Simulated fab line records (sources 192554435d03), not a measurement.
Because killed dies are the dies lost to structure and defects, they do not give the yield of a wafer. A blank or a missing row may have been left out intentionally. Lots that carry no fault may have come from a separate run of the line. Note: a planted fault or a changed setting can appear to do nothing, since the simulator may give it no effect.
Matching of chambers :: flow n5 finfet :: 4 sister chambers for N5_FIN_SAQP_SPACER1_ETCHBACK_25 on rie diel-02
The step etches SiO2 in CHF3/O2, target depth 24.4 nm, time 12.2 s. 4 wafers are shown with their chamber, then 12 later ones without.

== WAFERS PAIRED WITH THEIR CHAMBERS ==
wafer: L087.5
chamber: 3
drypump motor current A (A): 5.7

wafer: L090.4
chamber: 0
drypump motor current A (A): 6.3

wafer: L091.3
chamber: 1
drypump motor current A (A): 5.5

wafer: L091.6
chamber: 2
drypump motor current A (A): 5.3

== WAFERS MISSING THEIR CHAMBER ==
wafer: L093.1
drypump motor current A (A): 6.3

wafer: L093.3
drypump motor current A (A): 5.7

wafer: L093.5
drypump motor current A (A): 5.5

wafer: L094.1
drypump motor current A (A): 5.5

wafer: L094.2
drypump motor current A (A): 6.3

wafer: L094.5
drypump motor current A (A): 5.2

wafer: L095.1
drypump motor current A (A): 5.5

wafer: L095.5
drypump motor current A (A): 5.2

wafer: L095.6
drypump motor current A (A): 5.5

wafer: L096.3
drypump motor current A (A): 6.3

wafer: L096.5
drypump motor current A (A): 6.4

wafer: L096.6
drypump motor current A (A): 5.5

== THE CHAMBER EACH PASSED THROUGH ==
wafer: L093.1
from the rows above: 0
in truth: 0

wafer: L093.3
from the rows above: 3
in truth: 3

wafer: L093.5
from the rows above: 1
in truth: 1

wafer: L094.1
from the rows above: 1
in truth: 1

wafer: L094.2
from the rows above: 0
in truth: 0

wafer: L094.5
from the rows above: 2
in truth: 2

wafer: L095.1
from the rows above: 1
in truth: 1

wafer: L095.5
from the rows above: 2
in truth: 2

wafer: L095.6
from the rows above: 1
in truth: 1

wafer: L096.3
from the rows above: 0
in truth: 0

wafer: L096.5
from the rows above: 0
in truth: 0

wafer: L096.6
from the rows above: 1
in truth: 1
12 of 12 placed correctly. Can't be placed from these rows: 0. Wrongly placed: 0.
How it was worked out, from the rows above alone: a wafer's distance from a chamber is the root of the sum, over the readings, of the square of ((its reading less the chamber's mean) divided by the reading's scatter). If the next closest chamber is less than 2 further off than the closest, the wafer can't be placed; otherwise it belongs to the closest. The mean given for a chamber averages the wafers shown for that chamber. The scatter (one wafer shown for each chamber): square how far every hidden wafer sits from the nearest shown wafer, average those squares and take the square root.
